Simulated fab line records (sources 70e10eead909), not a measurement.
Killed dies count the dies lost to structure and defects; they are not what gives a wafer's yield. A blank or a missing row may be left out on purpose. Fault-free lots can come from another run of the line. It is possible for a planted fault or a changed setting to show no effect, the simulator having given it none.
Chamber matching -- flow nand-harc -- NHARC_A_STAIRCASE_DESCUM_11 on rie-diel-11 has 4 sister chambers
The step chemistry O2, time 3 s. 4 wafers are shown with their chamber, then 10 later ones without.

## WAFERS WITH THEIR CHAMBER
wafer,chamber,drypump-motor-current-A (A)
L085.3,0,6.3
L086.5,1,5.6
L089.3,3,5.8
L089.4,2,5.3

## WAFERS WITHOUT THEIR CHAMBER
wafer,drypump-motor-current-A (A)
L089.6,6.4
L094.2,5.6
L094.3,5.9
L094.5,5.9
L095.1,5.3
L095.3,6.3
L095.6,5.6
L097.1,6.3
L097.3,5.3
L097.4,5.8

## WHICH CHAMBER EACH WENT THROUGH
wafer,from the rows above,in truth
L089.6,0,0
L094.2,1,1
L094.3,3,3
L094.5,3,3
L095.1,2,2
L095.3,0,0
L095.6,1,1
L097.1,0,0
L097.3,2,2
L097.4,3,3
Correct placement for 10 of the 10. Left unplaced by these rows: 0. Placed wrongly: 0.
How it was worked out, from the rows above alone: a wafer's distance from a chamber is the root of the sum, over the readings, of the square of ((its reading less the chamber's mean) divided by the reading's scatter). The wafer belongs to the nearest chamber; if the next one is less than 2 further off, it can't be placed. For every chamber, the mean is computed from those of its wafers that are shown. The scatter: with one shown wafer a chamber, the root of the mean of the squares of how far each hidden wafer lies from its nearest shown one.
